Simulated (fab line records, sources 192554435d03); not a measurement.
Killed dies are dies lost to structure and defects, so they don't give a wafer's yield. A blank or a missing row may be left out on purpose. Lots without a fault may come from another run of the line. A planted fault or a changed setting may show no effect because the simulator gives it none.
Split-lot experiment | flow n5_finfet | 7 lots, 39 wafers read, on a route of 1938 steps

THE SPLIT
At N5_BEOL_M15_SPUTTER_43 (material TaN, target thk 15 nm, time 24.19 s), the setting time_s was moved away from the recipe's 24.19 s on 18 of the 39 wafers read, by -52.2% to +55.2%. The other wafers ran this setting at the recipe's value.

FROM THE SPLIT TO THE READING: what the file shows between them, 4 steps
- N5_BEOL_M15_SPUTTER_44: material Ta, target thk 15 nm, time 24.19 s
- N5_BEOL_M15_SPUTTER_45: material Cu, target thk 100 nm, time 16.67 s
- N5_BEOL_M15_ECD_47: material Cu, target thk 1860 nm
- N5_BEOL_M15_ANNEAL_48: time 90 s

THE READING
barrier_field_endpoint_s, in s, at N5_BEOL_M15_CMP_49 (polishes, stops on SiO2, t overpolish 4.9 s, target thk 850 nm). Fault-free wafers of this fab line usually give 11.36 s, standard deviation 0.3 s.

wafer  | tool, chamber at the split | time_s as run, s | against the recipe | barrier_field_endpoint_s, s | against lot-mates on the recipe
L075.3 | pvd_sputter-03, -          | 24.19            | recipe             | 12.03                       | -
L075.1 | pvd_sputter-03, -          | 24.19            | recipe             | 11.58                       | -
L075.4 | pvd_sputter-03, -          | 31.17            | +28.9%             | 12.86                       | +1.11
L075.2 | pvd_sputter-03, -          | 31.17            | +28.9%             | 12.77                       | +1.02
L075.5 | pvd_sputter-03, -          | 31.17            | +28.9%             | 13.24                       | +1.49
L075.6 | pvd_sputter-03, -          | 24.19            | recipe             | 11.64                       | -
L076.2 | pvd_sputter-02, -          | 24.19            | recipe             | 11.08                       | -
L076.4 | pvd_sputter-02, -          | 24.19            | recipe             | 11.42                       | -
L076.3 | pvd_sputter-02, -          | 11.57            | -52.2%             | 8.04                        | -3.17
L076.1 | pvd_sputter-02, -          | 11.57            | -52.2%             | 8.10                        | -3.11
L076.5 | pvd_sputter-02, -          | 11.57            | -52.2%             | 8.22                        | -2.99
L076.6 | pvd_sputter-02, -          | 24.19            | recipe             | 11.12                       | -
L078.1 | pvd_sputter-01, -          | 24.19            | recipe             | 11.69                       | -
L078.4 | pvd_sputter-01, -          | 24.19            | recipe             | 11.25                       | -
L078.2 | pvd_sputter-01, -          | 37.55            | +55.2%             | 14.79                       | +3.39
L078.3 | pvd_sputter-01, -          | 24.19            | recipe             | 11.25                       | -
L078.5 | pvd_sputter-01, -          | 37.55            | +55.2%             | 14.37                       | +2.97
L078.6 | pvd_sputter-01, -          | 37.55            | +55.2%             | 14.43                       | +3.03
L082.2 | pvd_sputter-01, -          | 13.05            | -46.1%             | 9.10                        | -2.63
L082.1 | pvd_sputter-01, -          | 24.19            | recipe             | 11.85                       | -
L082.3 | pvd_sputter-01, -          | 13.05            | -46.1%             | 8.79                        | -2.94
L082.4 | pvd_sputter-01, -          | 13.05            | -46.1%             | 8.85                        | -2.88
L082.5 | pvd_sputter-01, -          | 24.19            | recipe             | 11.48                       | -
L082.6 | pvd_sputter-01, -          | 24.19            | recipe             | 11.85                       | -
L089.2 | pvd_sputter-03, -          | 24.19            | recipe             | 11.68                       | -
L089.1 | pvd_sputter-03, -          | 36.8             | +52.1%             | 14.12                       | +2.70
L089.3 | pvd_sputter-03, -          | 36.8             | +52.1%             | 14.84                       | +3.42
L089.4 | pvd_sputter-03, -          | 24.19            | recipe             | 11.09                       | -
L089.6 | pvd_sputter-03, -          | 24.19            | recipe             | 11.48                       | -
L089.5 | pvd_sputter-03, -          | 36.8             | +52.1%             | 14.05                       | +2.63
L092.3 | pvd_sputter-03, -          | 24.19            | recipe             | 11.37                       | -
L092.1 | pvd_sputter-03, -          | 24.19            | recipe             | 11.35                       | -
L092.5 | pvd_sputter-03, -          | 24.19            | recipe             | 11.43                       | -
L093.1 | pvd_sputter-03, -          | 35.24            | +45.7%             | 13.51                       | +2.20
L093.2 | pvd_sputter-03, -          | 24.19            | recipe             | 11.35                       | -
L093.3 | pvd_sputter-03, -          | 24.19            | recipe             | 11.16                       | -
L093.4 | pvd_sputter-03, -          | 24.19            | recipe             | 11.41                       | -
L093.5 | pvd_sputter-03, -          | 35.24            | +45.7%             | 13.10                       | +1.79
L093.6 | pvd_sputter-03, -          | 35.24            | +45.7%             | 13.89                       | +2.58

THE FIT
A straight line over all 39 wafers: barrier_field_endpoint_s changes by +0.0558 s for each +1% of time_s; r = +0.99; the points scatter about the line by 0.31 s.
The same after taking each lot's own level away (the mean of its wafers on the recipe; 39 wafers): +0.056 s for each +1%; r = +0.99; scatter 0.26 s.
On that fit, the largest move of time_s shifts the reading by 3.1 s.
The lots' own levels span 11.207 to 11.750 s, that is 1.8 times the standard deviation above.
So the lot-to-lot level changes the slope little: the two slopes agree.
Check: with one of the wafers moved furthest among these (+55.2%) left out of the fit, the line predicts +2.97 s for it against its lot-mates. It came out at +3.39 s against them.

THE WHOLE CHAIN: every reading that the file lists as answering this split, in the file's order
step                   | what it does                                                   | reading                                                                            | change (the file's fit)               | r (the file's)
N5_BEOL_M15_SPUTTER_43 | material TaN, target thk 15 nm, time 24.19 s                   | TaN_of_BEOL_M15_SPUTTER_43.thk_nm (the simulator's own value, which no gauge read) | +0.149 nm for each +1% of the setting | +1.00
N5_BEOL_M15_CMP_49     | polishes, stops on SiO2, t overpolish 4.9 s, target thk 850 nm | barrier_field_endpoint_s                                                           | +0.0555 s for each +1% of the setting | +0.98

THE FILE'S OWN FIT
barrier_field_endpoint_s changes by +0.0555 s for each +1% of time_s, r = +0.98.
